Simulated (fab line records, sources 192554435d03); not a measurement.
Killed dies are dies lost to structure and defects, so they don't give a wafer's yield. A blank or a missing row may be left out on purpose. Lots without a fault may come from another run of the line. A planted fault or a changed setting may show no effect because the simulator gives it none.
Chamber matching | flow n5_finfet | N5_FIN_SAQP_ETCH_69 on rie_diel-06: 4 sister chambers
The step etches SOC in N2/H2, stops on SiNx, target depth 150 nm. 16 wafers are shown with their chamber, then 8 later ones without.

WAFERS WITH THEIR CHAMBER
wafer  | chamber | throttle_valve_pct (%) | oes_product_au (a.u.) | showerhead_plenum_p_Torr (Torr)
L074.1 | 2       | 17.59                  | 0.70                  | 2.51
L074.2 | 0       | 18.06                  | 0.68                  | 2.51
L074.6 | 1       | 18.10                  | 0.79                  | 2.57
L075.1 | 0       | 18.07                  | 0.68                  | 2.51
L075.4 | 3       | 17.79                  | 0.79                  | 2.46
L075.5 | 1       | 18.10                  | 0.78                  | 2.57
L076.1 | 1       | 18.08                  | 0.78                  | 2.57
L076.2 | 2       | 17.62                  | 0.70                  | 2.50
L076.4 | 3       | 17.79                  | 0.79                  | 2.46
L078.3 | 1       | 18.10                  | 0.77                  | 2.57
L078.5 | 2       | 17.63                  | 0.70                  | 2.50
L078.6 | 3       | 17.82                  | 0.79                  | 2.45
L081.1 | 3       | 17.81                  | 0.78                  | 2.45
L081.3 | 0       | 18.08                  | 0.68                  | 2.50
L081.5 | 1       | 18.14                  | 0.77                  | 2.56
L082.1 | 3       | 17.80                  | 0.77                  | 2.45

SIGNATURES (means of the wafers above)
reading                  | chamber 0 | chamber 1 | chamber 2 | chamber 3 | scatter within a chamber
throttle_valve_pct       | 18.0700   | 18.1040   | 17.6133   | 17.8020   | 0.0175
oes_product_au           | 0.6800    | 0.7780    | 0.7000    | 0.7840    | 0.00707
showerhead_plenum_p_Torr | 2.5067    | 2.5680    | 2.5033    | 2.4540    | 0.00527
Rule: a wafer's distance from a chamber is the root of the sum, over the readings, of the square of ((its reading less the chamber's mean) divided by the reading's scatter). The wafer belongs to the nearest chamber; if the next one is less than 2 further off, it can't be placed. The scatter: the root of (the sum of the squares of (reading less its chamber's mean) over the shown wafers, divided by (wafers less chambers)).

WAFERS WITHOUT THEIR CHAMBER
wafer  | throttle_valve_pct (%) | oes_product_au (a.u.) | showerhead_plenum_p_Torr (Torr)
L082.4 | 18.14                  | 0.77                  | 2.56
L082.5 | 17.64                  | 0.69                  | 2.50
L089.1 | 18.15                  | 0.75                  | 2.56
L089.2 | 17.65                  | 0.68                  | 2.49
L089.5 | 17.65                  | 0.68                  | 2.49
L097.1 | 18.18                  | 0.74                  | 2.55
L097.2 | 17.26                  | 0.97                  | 2.49
L097.3 | 17.65                  | 0.94                  | 2.49

WHICH CHAMBER EACH WENT THROUGH
wafer  | from the rows above | in truth
L082.4 | 1                   | 1
L082.5 | 2                   | 2
L089.1 | 1                   | 1
L089.2 | 2                   | 2
L089.5 | 2                   | 2
L097.1 | 1                   | 1
L097.2 | 3                   | 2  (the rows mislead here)
L097.3 | 3                   | 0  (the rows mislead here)
Placed correctly: 6 of 8. Can't be placed from these rows: 0. Placed wrongly: 2.
